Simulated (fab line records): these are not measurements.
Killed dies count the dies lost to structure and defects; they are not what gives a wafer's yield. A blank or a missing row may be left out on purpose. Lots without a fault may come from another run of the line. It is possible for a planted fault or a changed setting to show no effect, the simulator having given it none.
Chamber matching :: flow n5_finfet :: rie_diel-03 running N5_BEOL_M2_ETCH_64: 4 sister chambers
The step etches SOC in N2/H2, target depth 75 nm, overetch 22.5 nm, time 121.9 s. 14 wafers are shown with their chamber, then 7 later ones without.

EACH WAFER AND ITS CHAMBER
wafer: L074.4
chamber: 0
showerhead_plenum_p_Torr (Torr): 2.62
throttle_valve_pct (%): 17.39
oes_product_au (a.u.): 0.55

wafer: L074.5
chamber: 0
showerhead_plenum_p_Torr (Torr): 2.62
throttle_valve_pct (%): 17.38
oes_product_au (a.u.): 0.55

wafer: L074.6
chamber: 3
showerhead_plenum_p_Torr (Torr): 2.48
throttle_valve_pct (%): 17.58
oes_product_au (a.u.): 0.73

wafer: L082.1
chamber: 3
showerhead_plenum_p_Torr (Torr): 2.47
throttle_valve_pct (%): 17.60
oes_product_au (a.u.): 0.70

wafer: L082.2
chamber: 0
showerhead_plenum_p_Torr (Torr): 2.61
throttle_valve_pct (%): 17.41
oes_product_au (a.u.): 0.54

wafer: L082.3
chamber: 1
showerhead_plenum_p_Torr (Torr): 2.61
throttle_valve_pct (%): 17.99
oes_product_au (a.u.): 0.65

wafer: L086.1
chamber: 1
showerhead_plenum_p_Torr (Torr): 2.60
throttle_valve_pct (%): 18.01
oes_product_au (a.u.): 0.64

wafer: L086.4
chamber: 2
showerhead_plenum_p_Torr (Torr): 2.39
throttle_valve_pct (%): 17.63
oes_product_au (a.u.): 0.52

wafer: L086.5
chamber: 0
showerhead_plenum_p_Torr (Torr): 2.61
throttle_valve_pct (%): 17.44
oes_product_au (a.u.): 0.53

wafer: L088.3
chamber: 1
showerhead_plenum_p_Torr (Torr): 2.60
throttle_valve_pct (%): 18.02
oes_product_au (a.u.): 0.63

wafer: L088.4
chamber: 3
showerhead_plenum_p_Torr (Torr): 2.47
throttle_valve_pct (%): 17.62
oes_product_au (a.u.): 0.69

wafer: L088.6
chamber: 1
showerhead_plenum_p_Torr (Torr): 2.60
throttle_valve_pct (%): 18.01
oes_product_au (a.u.): 0.64

wafer: L089.3
chamber: 1
showerhead_plenum_p_Torr (Torr): 2.60
throttle_valve_pct (%): 18.00
oes_product_au (a.u.): 0.64

wafer: L089.4
chamber: 3
showerhead_plenum_p_Torr (Torr): 2.46
throttle_valve_pct (%): 17.62
oes_product_au (a.u.): 0.68

SIGNATURES (means of the wafers above)
reading: showerhead_plenum_p_Torr
chamber 0: 2.6150
chamber 1: 2.6020
chamber 2: 2.3900
chamber 3: 2.4700
scatter within a chamber: 0.00616

reading: throttle_valve_pct
chamber 0: 17.4050
chamber 1: 18.0060
chamber 2: 17.6300
chamber 3: 17.6050
scatter within a chamber: 0.0193

reading: oes_product_au
chamber 0: 0.5425
chamber 1: 0.6400
chamber 2: 0.5200
chamber 3: 0.7000
scatter within a chamber: 0.0137
Rule: a wafer's distance from a chamber is the root of the sum, over the readings, of the square of ((its reading less the chamber's mean) divided by the reading's scatter). If the next closest chamber is less than 2 further off than the closest, the wafer can't be placed; otherwise it belongs to the closest. The scatter: take each reading less its chamber's mean, square it, sum over the shown wafers, divide by the number of wafers less the number of chambers, and take the root.

WAFERS WHOSE CHAMBER IS MISSING
wafer: L089.6
showerhead_plenum_p_Torr (Torr): 2.60
throttle_valve_pct (%): 18.02
oes_product_au (a.u.): 0.64

wafer: L090.2
showerhead_plenum_p_Torr (Torr): 2.60
throttle_valve_pct (%): 17.46
oes_product_au (a.u.): 0.53

wafer: L090.4
showerhead_plenum_p_Torr (Torr): 2.60
throttle_valve_pct (%): 18.03
oes_product_au (a.u.): 0.63

wafer: L090.6
showerhead_plenum_p_Torr (Torr): 2.46
throttle_valve_pct (%): 17.65
oes_product_au (a.u.): 0.67

wafer: L091.1
showerhead_plenum_p_Torr (Torr): 2.60
throttle_valve_pct (%): 18.03
oes_product_au (a.u.): 0.62

wafer: L091.3
showerhead_plenum_p_Torr (Torr): 2.60
throttle_valve_pct (%): 17.43
oes_product_au (a.u.): 0.53

wafer: L091.6
showerhead_plenum_p_Torr (Torr): 2.70
throttle_valve_pct (%): 17.25
oes_product_au (a.u.): 0.74

WHICH CHAMBER EACH ONE RAN IN
wafer: L089.6
from the rows above: 1
in truth: 1

wafer: L090.2
from the rows above: 0
in truth: 0

wafer: L090.4
from the rows above: 1
in truth: 1

wafer: L090.6
from the rows above: 3
in truth: 3

wafer: L091.1
from the rows above: 1
in truth: 1

wafer: L091.3
from the rows above: 0
in truth: 0

wafer: L091.6
from the rows above: 0
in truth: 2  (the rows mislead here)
6 of 7 placed correctly. From these rows, 0 cannot be placed. 1 placed wrongly.
